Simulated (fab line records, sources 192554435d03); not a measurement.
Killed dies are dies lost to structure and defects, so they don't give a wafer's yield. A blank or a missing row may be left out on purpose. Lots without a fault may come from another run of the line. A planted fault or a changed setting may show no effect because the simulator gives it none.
Chamber matching | flow n5_finfet | N5_BEOL_M8_STRIP_19 on rie_diel-01: 4 sister chambers
The step strips in O2. 4 wafers are shown with their chamber, then 9 later ones without.

WAFERS WITH THEIR CHAMBER
wafer  | chamber | drypump_motor_current_A (A)
L077.5 | 2       | 5.0
L083.4 | 1       | 5.6
L083.5 | 0       | 5.6
L083.6 | 3       | 6.2

WAFERS WITHOUT THEIR CHAMBER
wafer  | drypump_motor_current_A (A)
L086.3 | 5.6
L086.4 | 6.2
L086.5 | 6.2
L095.1 | 5.0
L095.2 | 5.7
L095.3 | 6.2
L097.1 | 5.6
L097.3 | 5.6
L097.6 | 6.2

WHICH CHAMBER EACH WENT THROUGH
wafer  | from the rows above     | in truth
L086.3 | can't be placed: 0 or 1 | 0
L086.4 | 3                       | 3
L086.5 | 3                       | 3
L095.1 | 2                       | 2
L095.2 | can't be placed: 0 or 1 | 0
L095.3 | 3                       | 3
L097.1 | can't be placed: 0 or 1 | 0
L097.3 | can't be placed: 0 or 1 | 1
L097.6 | 3                       | 3
Placed correctly: 5 of 9. Can't be placed from these rows: 4 (the true chamber is among the candidates in 4). Placed wrongly: 0.
How it was worked out, from the rows above alone: a wafer's distance from a chamber is the root of the sum, over the readings, of the square of ((its reading less the chamber's mean) divided by the reading's scatter). The wafer belongs to the nearest chamber; if the next one is less than 2 further off, it can't be placed. A chamber's mean is the mean of its shown wafers. The scatter: with one shown wafer a chamber, the root of the mean of the squares of how far each hidden wafer lies from its nearest shown one.
